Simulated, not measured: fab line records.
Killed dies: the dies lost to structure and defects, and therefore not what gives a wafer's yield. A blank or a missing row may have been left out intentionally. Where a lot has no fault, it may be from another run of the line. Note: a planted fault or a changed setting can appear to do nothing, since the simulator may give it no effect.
Matching of chambers || flow nandHarc || NHARC_A_CHANNEL_FILL_D1_ALD_02 on aldHk-01: 4 sister chambers
The step deposits SiO2, target thk 6 nm, pulse time 10 s, ald cycles 60. 4 wafers are shown with their chamber, then 8 later ones without.

WAFERS, EACH WITH ITS CHAMBER
{"wafer": "L086.3", "chamber": 0, "heaterPowerW (W)": 616}
{"wafer": "L086.6", "chamber": 2, "heaterPowerW (W)": 478}
{"wafer": "L088.6", "chamber": 1, "heaterPowerW (W)": 544}
{"wafer": "L092.1", "chamber": 3, "heaterPowerW (W)": 521}

WAFERS WITH NO CHAMBER GIVEN
{"wafer": "L092.3", "heaterPowerW (W)": 610}
{"wafer": "L092.5", "heaterPowerW (W)": 474}
{"wafer": "L094.1", "heaterPowerW (W)": 460}
{"wafer": "L094.2", "heaterPowerW (W)": 522}
{"wafer": "L094.3", "heaterPowerW (W)": 627}
{"wafer": "L093.1", "heaterPowerW (W)": 482}
{"wafer": "L093.2", "heaterPowerW (W)": 543}
{"wafer": "L093.4", "heaterPowerW (W)": 515}

WHICH CHAMBER EACH ONE RAN IN
{"wafer": "L092.3", "from the rows above": 0, "in truth": 0}
{"wafer": "L092.5", "from the rows above": 2, "in truth": 2}
{"wafer": "L094.1", "from the rows above": 2, "in truth": 2}
{"wafer": "L094.2", "from the rows above": 3, "in truth": 3}
{"wafer": "L094.3", "from the rows above": 0, "in truth": 0}
{"wafer": "L093.1", "from the rows above": 2, "in truth": 2}
{"wafer": "L093.2", "from the rows above": 1, "in truth": 1}
{"wafer": "L093.4", "from the rows above": 3, "in truth": 3}
Placed correctly: 8 of 8. Can't be placed from these rows: 0. Placed wrongly: 0.
How it was worked out, from the rows above alone: a wafer's distance from a chamber is the root of the sum, over the readings, of the square of ((its reading less the chamber's mean) divided by the reading's scatter). The wafer belongs to the nearest chamber; if the next one is less than 2 further off, it can't be placed. A chamber's mean is the mean of its shown wafers. The scatter: root of mean squared gap, hidden wafer to nearest shown wafer, with one shown wafer a chamber.
